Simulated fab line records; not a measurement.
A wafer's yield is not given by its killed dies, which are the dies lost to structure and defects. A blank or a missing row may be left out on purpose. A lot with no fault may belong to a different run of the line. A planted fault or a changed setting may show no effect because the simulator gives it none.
fab line records -- flow n5Finfet
record: lots: 9, wafers: 27, lastDay: 18
route steps=1938 shown BEOL_M9@1423
lots untouched by any fault: they come from a run of this same line in which no faults occurred
startH: hours from the record's first day to the start of the lot's first wafer shown -- waitH: hours since the lot's step before -- " same as the row above -- L1.1+2: one row covering several wafers at once -- - either no value or no given start -- * or withheld: withheld -- < > ~ a bound
route shown NAME@n: a module of which the file shows steps, and the number in the route of the first -- usual: mean/standard deviation of fault-free wafers -- same: alike in all rows -- chamber/n: place in a boat -- sites: the reading at each site -- _std_site: standard deviation across them -- _edge_site: the outer-site mean with the inner-site mean subtracted -- radiusMm: for every site, how far away it sits from the centre of the wafer -- mask NAME#n: copy n -- behind: the most recent tool/chamber to have shaped the wafer -- hold: the reason the lot was held/the length of the hold in hours/how it ended -- device: the transistor (n, p or np) that didn't switch -- end of line: the route-end tests of the same wafers -- a step with no rows: only its recipe -- killed: at the first sort, the dies lost to defects and structure; wafer yield is something else -- map: shows each die of a wafer: x if killed, . if not, _ if none is there
set.NAME: the run value of the setting; set.NAME@STEP: its run value at that earlier step -- model.NAME: the simulator's own value behind a step, which no gauge read
the route's steps for a sample of lots (tables are steps, rows are wafers)
services: when a tool's chamber went out of use (startH, in hours from the record's first day, below 0 if earlier), for how many hours, and the reason
== steps ==
step: N5_BEOL_M9_STRIP_19
recipe: chemistry: O2, powerW: 400, tempC: 40, pressureMtorr: 30, rfFrequencyHz: 6e+07, biasPowerW: 0, overashFraction: 0.2, o2FlowSccm: 225
usual: drypumpMotorCurrentA: 5.9/0.69, oesProductAu: 0.76/0.054, rfVppV: 3.7/0.59, showerheadPlenumPTorr: 2.07/0.054, throttleValvePct: 16.60/0.2
lot.wafer,tool,chamber,startH,waitH,drypumpMotorCurrentA,oesProductAu,rfHoursCounterH,rfVppV,showerheadPlenumPTorr,throttleValvePct
L965.1,rieDiel-03,0,214.94,0.2,6.4,0.81,98,2.9,2.11,16.46
L965.4,rieDiel-03,2,214.94,0.2,6.6,0.76,182,3.8,2.02,16.87
L965.6,rieDiel-03,1,214.94,0.2,5.3,0.83,-,3.1,2.13,16.21
L966.3,rieDiel-01,3,220.55,0.1,6.4,0.85,50,3.3,2.05,16.57
L966.4,rieDiel-01,0,220.55,0.1,5.6,0.79,131,3.8,2.11,16.80
L966.5,rieDiel-01,0,220.55,0.1,5.6,0.79,-,3.4,2.11,16.78
L969.2,rieDiel-01,1,238.65,0.1,4.9,0.70,213,2.7,1.98,16.74
L969.4,rieDiel-01,0,238.65,0.1,5.6,0.79,136,4.4,2.11,16.79
L969.6,rieDiel-01,0,238.65,0.1,5.6,0.79,-,4.5,2.11,16.80
L971.1,rieDiel-03,1,279.95,0.1,5.3,0.81,72,3.9,2.12,16.24
L971.3,rieDiel-03,0,279.95,0.1,6.4,0.79,116,4.7,2.10,16.50
L971.6,rieDiel-03,2,279.95,0.1,6.6,0.74,-,4.0,2.01,16.89
L973.1,rieDiel-01,2,291.82,0.2,5.2,0.69,194,3.8,2.07,16.40
L973.2,rieDiel-01,3,291.82,0.2,6.4,0.82,68,3.6,2.04,16.62
L973.6,rieDiel-01,3,291.82,0.2,6.4,0.82,-,4.9,2.04,16.61
L980.4,rieDiel-03,2,323.83,0.1,6.6,0.73,214,3.6,2.01,16.93
L980.5,rieDiel-03,1,323.83,0.1,5.4,0.80,-,3.3,2.12,16.24
L980.6,rieDiel-03,0,323.83,0.1,6.4,0.77,-,3.7,2.10,16.52
L979.2,rieDiel-04,2,331.92,0.1,6.5,0.82,60,3.2,2.06,16.50
L979.5,rieDiel-04,1,331.92,0.1,4.7,0.71,-,4.5,2.17,16.63
L979.6,rieDiel-04,0,331.92,0.1,5.4,0.70,-,2.9,2.16,16.73
L987.2,rieDiel-03,3,353.10,0.2,6.4,0.70,247,3.3,2.04,16.69
L987.4,rieDiel-03,2,353.10,0.2,6.6,0.72,224,4.4,2.00,16.94
L987.6,rieDiel-03,1,353.10,0.2,5.3,0.77,-,3.2,2.12,16.26
L988.1,rieDiel-04,1,370.95,0.1,4.7,0.70,209,3.9,2.17,16.62
L988.5,rieDiel-04,1,370.95,0.1,4.7,0.71,-,3.1,2.17,16.65
L988.6,rieDiel-04,2,370.95,0.1,6.5,0.82,-,3.0,2.05,16.55
step: N5_BEOL_M9_ETCH_76
recipe: chemistry: N2/H2, target: underlayer, targetDepthA: 65, maskMaterial: CAR-EUV, timeS: 5.2, ionEnergyEv: 200, pressureMtorr: 30, sourceW: 840, biasW: 150, n2FlowSccm: 200, h2FlowSccm: 200, ends: cleared
usual: biasW: 150.0/0.44, drypumpMotorCurrentA: 5.8/0.72, etchRfOnTimeS: 5.29/0.12, oesProductAu: 0.64/0.048, rfVppV: 523.3/2.3, showerheadPlenumPTorr: 2.52/0.078, throttleValvePct: 17.77/0.21
lot.wafer,tool,chamber,startH,waitH,biasW,drypumpMotorCurrentA,etchRfOnTimeS,oesProductAu,rfHoursCounterH,rfVppV,showerheadPlenumPTorr,throttleValvePct
L965.1,rieDiel-04,0,215.85,0.0,150.8,5.4,5.33,0.60,199,525.5,2.64,17.79
L965.4,rieDiel-04,1,215.85,0.0,150.3,4.7,5.19,0.62,169,525.7,2.66,17.84
L965.6,rieDiel-04,1,215.85,0.0,150.3,4.7,5.15,0.62,-,527.3,2.66,17.85
L966.3,rieDiel-01,2,222.92,0.0,149.6,5.2,5.30,0.60,175,525.8,2.53,17.63
L966.4,rieDiel-01,1,222.92,0.0,149.8,4.9,5.35,0.59,209,520.8,2.40,17.92
L966.5,rieDiel-01,3,222.92,0.0,149.3,6.4,5.33,0.71,-,522.8,2.48,17.77
L969.2,rieDiel-03,1,241.66,0.0,150.1,5.3,5.24,0.71,60,525.6,2.57,17.27
L969.4,rieDiel-03,3,241.66,0.0,149.6,6.4,5.07,0.62,218,521.7,2.52,18.00
L969.6,rieDiel-03,2,241.66,0.0,149.2,6.7,5.18,0.63,-,519.3,2.41,17.94
L971.1,rieDiel-01,1,281.90,0.0,150.6,4.9,5.45,0.57,226,521.9,2.39,17.95
L971.3,rieDiel-01,0,281.90,0.0,149.8,5.6,5.13,0.67,149,524.4,2.55,17.83
L971.6,rieDiel-01,2,281.90,0.0,150.2,5.2,5.36,0.58,-,526.3,2.53,17.66
L973.1,rieDiel-04,3,293.59,0.0,149.0,6.7,5.25,0.68,95,522.0,2.46,17.83
L973.2,rieDiel-04,2,293.59,0.0,149.6,6.5,5.34,0.70,49,522.9,2.47,17.40
L973.6,rieDiel-04,2,293.59,0.0,150.1,6.5,5.36,0.71,-,525.1,2.47,17.40
L980.4,rieDiel-04,3,326.32,0.0,149.6,6.7,5.25,0.66,103,522.8,2.46,17.83
L980.5,rieDiel-04,2,326.32,0.0,149.8,6.5,5.33,0.70,-,524.6,2.46,17.43
L980.6,rieDiel-04,3,326.32,0.0,149.7,6.8,5.28,0.67,-,521.9,2.46,17.81
L979.2,rieDiel-03,0,333.17,0.0,150.3,6.4,5.53,0.64,131,524.8,2.55,17.78
L979.5,rieDiel-03,2,333.17,0.0,150.1,6.6,5.24,0.62,-,520.6,2.40,18.02
L979.6,rieDiel-03,0,333.17,0.0,150.1,6.4,5.57,0.64,-,520.8,2.55,17.79
L987.2,rieDiel-01,1,356.79,0.0,149.9,4.9,5.51,0.56,247,520.1,2.39,17.99
L987.4,rieDiel-01,2,356.79,0.0,150.1,5.2,3.50,0.74,213,522.4,2.52,17.76
L987.6,rieDiel-01,3,356.79,0.0,150.1,6.5,5.32,0.68,-,521.0,2.47,17.82
L988.1,rieDiel-04,3,372.65,0.0,150.1,6.8,5.13,0.66,115,521.2,2.45,17.86
L988.5,rieDiel-04,3,372.65,0.0,150.4,6.8,5.20,0.66,-,523.0,2.45,17.87
L988.6,rieDiel-04,0,372.65,0.0,149.7,5.4,5.26,0.58,-,525.0,2.62,17.91
step: N5_BEOL_M9_ETCH_65
recipe: chemistry: CF4, target: SiARC, targetDepthA: 156, maskMaterial: CAR-EUV, timeS: 26, ionEnergyEv: 80, pressureMtorr: 40, sourceW: 545, biasW: 36, Ar_flow_sccm: 100, cf4FlowSccm: 100, ends: cleared
usual: biasW: 35.98/0.11, drypumpMotorCurrentA: 5.8/0.72, etchRfOnTimeS: 26.5/0.64, oesProductAu: 0.64/0.047, rfVppV: 183.8/1.1, showerheadPlenumPTorr: 2.12/0.054, throttleValvePct: 15.54/0.18
lot.wafer,tool,chamber,startH,waitH,biasW,drypumpMotorCurrentA,etchRfOnTimeS,oesProductAu,rfHoursCounterH,rfVppV,showerheadPlenumPTorr,throttleValvePct
L965.1,rieDiel-04,0,215.87,0.0,36.18,5.4,26.5,0.61,199,183.8,2.19,15.53
L965.4,rieDiel-04,1,215.87,0.0,35.84,4.7,25.4,0.63,169,185.6,2.21,15.46
L965.6,rieDiel-04,1,215.87,0.0,35.96,4.7,25.6,0.62,-,184.2,2.21,15.46
L966.3,rieDiel-01,2,222.93,0.0,35.96,5.2,27.1,0.59,175,184.0,2.14,15.41
L966.4,rieDiel-01,1,222.93,0.0,35.96,4.9,26.8,0.59,209,184.4,2.04,15.71
L966.5,rieDiel-01,3,222.93,0.0,35.80,6.4,26.1,0.73,-,184.0,2.10,15.55
L969.2,rieDiel-03,1,241.67,0.0,35.85,5.3,26.7,0.70,60,185.9,2.17,15.15
L969.4,rieDiel-03,3,241.67,0.0,36.03,6.4,26.0,0.61,218,182.9,2.11,15.69
L969.6,rieDiel-03,2,241.67,0.0,35.82,6.6,26.5,0.64,-,184.2,2.04,15.74
L971.1,rieDiel-01,1,281.92,0.0,36.11,4.9,27.4,0.57,226,181.6,2.03,15.74
L971.3,rieDiel-01,0,281.92,0.0,36.11,5.6,25.2,0.67,149,183.1,2.16,15.81
L971.6,rieDiel-01,2,281.92,0.0,35.89,5.2,26.8,0.59,-,185.3,2.14,15.45
L973.1,rieDiel-04,3,293.61,0.0,36.10,6.7,26.6,0.68,95,184.0,2.08,15.57
L973.2,rieDiel-04,2,293.61,0.0,35.86,6.5,27.2,0.70,49,183.0,2.08,15.25
L973.6,rieDiel-04,2,293.61,0.0,36.11,6.5,27.1,0.70,-,184.5,2.08,15.25
L980.4,rieDiel-04,3,326.34,0.0,35.88,6.7,26.4,0.67,104,182.3,2.08,15.58
L980.5,rieDiel-04,2,326.34,0.0,35.89,6.5,27.1,0.69,-,181.9,2.08,15.27
L980.6,rieDiel-04,3,326.34,0.0,35.84,6.7,26.6,0.66,-,182.8,2.08,15.58
L979.2,rieDiel-03,0,333.19,0.0,35.99,6.4,27.7,0.64,131,185.1,2.13,15.45
L979.5,rieDiel-03,2,333.19,0.0,36.06,6.6,26.0,0.62,-,182.7,2.03,15.79
L979.6,rieDiel-03,0,333.19,0.0,36.06,6.4,27.4,0.64,-,185.1,2.13,15.46
L987.2,rieDiel-01,1,356.80,0.0,36.04,4.9,28.1,0.56,247,182.8,2.03,15.76
L987.4,rieDiel-01,2,356.80,0.0,35.87,5.2,27.6,0.57,213,185.0,2.13,15.48
L987.6,rieDiel-01,3,356.80,0.0,36.12,6.4,26.9,0.68,-,183.3,2.09,15.61
L988.1,rieDiel-04,3,372.66,0.0,36.17,6.7,26.0,0.66,115,183.2,2.08,15.62
L988.5,rieDiel-04,3,372.66,0.0,36.07,6.8,26.3,0.66,-,182.9,2.08,15.61
L988.6,rieDiel-04,0,372.66,0.0,36.14,5.4,26.8,0.58,-,186.0,2.18,15.61
step: N5_BEOL_M9_TRENCH_ETCH_37
recipe: chemistry: C4F6/O2, targetDepthA: 1514.3, target: SiCOH_lowk, timeS: 49, ionEnergyEv: 250, pressureMtorr: 30, sourceW: 345, biasW: 185, Ar_flow_sccm: 300, C4F6_flow_sccm: 10, O2_flow_sccm: 10
usual: biasW: 185.0/0.57, drypumpMotorCurrentA: 5.8/0.72, oes_f_703_au: 0.75/0.054, oesProductAu: 0.75/0.056, rfVppV: 668/15, showerheadPlenumPTorr: 2.82/0.073, throttleValvePct: 20.81/0.17
lot.wafer,tool,chamber,startH,waitH,biasW,drypumpMotorCurrentA,oes_f_703_au,oesProductAu,rfHoursCounterH,rfVppV,showerheadPlenumPTorr,throttleValvePct
L965.1,rieDiel-04,0,-,-,184.1,5.3,0.70,0.72,199,686,2.92,20.75
L965.4,rieDiel-04,1,-,-,185.0,4.7,0.74,0.73,169,675,2.95,20.74
L965.6,rieDiel-04,1,-,-,184.6,4.7,0.73,0.74,-,673,2.95,20.75
L966.3,rieDiel-01,2,-,-,184.7,5.2,0.70,0.70,176,673,2.85,20.69
L966.4,rieDiel-01,1,-,-,185.2,4.9,0.67,0.69,209,675,2.71,20.97
L966.5,rieDiel-01,3,-,-,184.8,6.4,0.85,0.85,-,650,2.79,20.90
L969.2,rieDiel-03,1,-,-,186.0,5.3,0.83,0.82,60,654,2.89,20.45
L969.4,rieDiel-03,3,-,-,185.7,6.4,0.72,0.71,218,643,2.79,20.85
L969.6,rieDiel-03,2,-,-,184.8,6.6,0.76,0.74,-,637,2.72,21.00
L971.1,rieDiel-01,1,-,-,184.8,4.9,0.67,0.67,226,675,2.70,21.00
L971.3,rieDiel-01,0,-,-,184.6,5.6,0.79,0.77,149,665,2.87,21.09
L971.6,rieDiel-01,2,-,-,185.5,5.2,0.69,0.69,-,675,2.84,20.72
L973.1,rieDiel-04,3,-,-,185.3,6.8,0.77,0.80,95,686,2.76,20.83
L973.2,rieDiel-04,2,-,-,184.6,6.5,0.81,0.83,49,682,2.77,20.62
L973.6,rieDiel-04,2,-,-,183.8,6.5,0.82,0.84,-,681,2.77,20.60
L980.4,rieDiel-04,3,-,-,185.2,6.7,0.75,0.79,104,686,2.75,20.85
L980.5,rieDiel-04,2,-,-,184.9,6.4,0.79,0.82,-,682,2.77,20.65
L980.6,rieDiel-04,3,-,-,185.0,6.8,0.76,0.79,-,686,2.75,20.86
L979.2,rieDiel-03,0,-,-,185.1,6.4,0.73,0.76,131,660,2.83,20.63
L979.5,rieDiel-03,2,-,-,184.8,6.6,0.74,0.72,-,634,2.70,21.03
L979.6,rieDiel-03,0,-,-,184.7,6.4,0.74,0.76,-,663,2.83,20.65
L987.2,rieDiel-01,1,-,-,185.0,4.9,0.65,0.66,247,674,2.69,21.03
L987.4,rieDiel-01,2,-,-,186.9,5.2,0.68,0.68,213,676,2.83,20.75
L987.6,rieDiel-01,3,-,-,184.7,6.4,0.81,0.80,-,648,2.78,20.94
L988.1,rieDiel-04,3,-,-,185.3,6.8,0.75,0.77,115,684,2.75,20.87
L988.5,rieDiel-04,3,-,-,185.2,6.7,0.75,0.78,-,685,2.75,20.86
L988.6,rieDiel-04,0,-,-,184.5,5.4,0.67,0.69,-,684,2.90,20.80
== services ==
tool,chamber,startH,hours,kind
rieDiel-01,0,192.03,15.2,repair
rieDiel-01,3,199.51,13.7,repair
rieDiel-01,1,203.97,4.9,repair
rieDiel-01,3,233.71,4.6,repair
rieDiel-03,-,247.81,0.9,repair
rieDiel-03,1,292.57,11.4,repair
rieDiel-04,-,307.34,1.1,repair
rieDiel-03,3,329.30,4.3,repair
rieDiel-04,3,332.64,7.5,repair
rieDiel-04,0,334.08,6.7,repair
rieDiel-03,3,348.00,1.3,repair
rieDiel-03,3,361.07,-,clean
rieDiel-03,3,361.07,-,consumableReplace:focusRing
rieDiel-03,3,361.07,29.4,scheduledDown
rieDiel-03,3,361.07,29.4,ventCycle
rieDiel-01,1,372.75,-,clean
rieDiel-01,1,372.75,-,consumableReplace:focusRing
rieDiel-01,1,372.75,-,consumableReplace:showerhead
rieDiel-01,1,372.75,22.7,scheduledDown
rieDiel-01,1,372.75,22.7,ventCycle
== key ==
firstSign: step: N5_BEOL_M9_ETCH_76, reading: etchRfOnTimeS, direction: down, sigmas: 15, usual: *, struck: *
effect none on later readings
metAt N5_BEOL_M9_ETCH_76
struckLots L987
struckWafers L987.4
notActingAt N5_BEOL_M9_STRIP_19,N5_BEOL_M9_ETCH_65,N5_BEOL_M9_TRENCH_ETCH_37
onsetBetween 281.90 356.79
fault: kind: processParameterDrift, tool: rieDiel-01, chamber: -, onsetH: 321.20, steps: N5_BEOL_M9_ETCH_76, channel: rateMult, offset: 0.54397, shape: step, endH: 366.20, scope: struckWafersOnly
